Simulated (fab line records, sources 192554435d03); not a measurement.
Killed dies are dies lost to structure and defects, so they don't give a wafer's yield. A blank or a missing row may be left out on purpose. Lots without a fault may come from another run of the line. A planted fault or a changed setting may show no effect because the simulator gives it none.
Which tool did it? | flow n5_finfet | 11 lots, 33 wafers sampled, at 1 step of a route of 1938

WHAT THE GAUGES READ, wafer by wafer
N5_BEOL_M14_OCD_MEAS_35. Usual: trench_depth_nm 559 nm, standard deviation 8.
lot  | measured     | on     | trench_depth_nm (nm) | flag
L117 | day 11 01:04 | ocd-01 | 554 554 557          |
L120 | day 11 02:42 | ocd-02 | 554 568 554          |
L123 | day 12 03:27 | ocd-01 | 563 569 565          |
L126 | day 13 09:23 | ocd-02 | 556 544 561          |
L128 | day 13 17:16 | ocd-01 | 547 564 548          |
L129 | day 13 18:18 | ocd-01 | 550 548 567          |
L127 | day 13 19:56 | ocd-01 | 548 556 547          |
L132 | day 14 20:48 | ocd-01 | 558 561 553          |
L134 | day 14 22:36 | ocd-01 | 571 563 550          |
L136 | day 15 12:56 | ocd-02 | 550 556 562          |
L135 | day 15 19:39 | ocd-01 | 565 568 560          |

WHICH TOOL RAN EACH LOT (tool, then ch and the chambers of the sampled wafers, then the start)
The record holds no process step before these readings.

WHAT THE TOOLS THEMSELVES READ (means of the sampled wafers that have a number; where no wafer has one, the mark that the record gives instead)
The record holds no such reading with a usual standard deviation.

THE ANSWER, worked out from the rows above alone
Rule: a lot is off if the mean of its wafers that have a number lies more than 3 standard deviations from the usual mean. A lot without any number at a reading at which 4 lots or more have one is off too. The other lots that the step has rows for count as sound. The gauges are gone through in route order, then the tools' own readings, and for those a lot's mean is taken as printed above. The first step at which some lot is off is used, and at that step the reading that is off furthest; a lot without a number counts as furthest.
No lot is off at any reading shown: from this, nothing can be told.

WHAT THE SIMULATOR HAD PUT IN
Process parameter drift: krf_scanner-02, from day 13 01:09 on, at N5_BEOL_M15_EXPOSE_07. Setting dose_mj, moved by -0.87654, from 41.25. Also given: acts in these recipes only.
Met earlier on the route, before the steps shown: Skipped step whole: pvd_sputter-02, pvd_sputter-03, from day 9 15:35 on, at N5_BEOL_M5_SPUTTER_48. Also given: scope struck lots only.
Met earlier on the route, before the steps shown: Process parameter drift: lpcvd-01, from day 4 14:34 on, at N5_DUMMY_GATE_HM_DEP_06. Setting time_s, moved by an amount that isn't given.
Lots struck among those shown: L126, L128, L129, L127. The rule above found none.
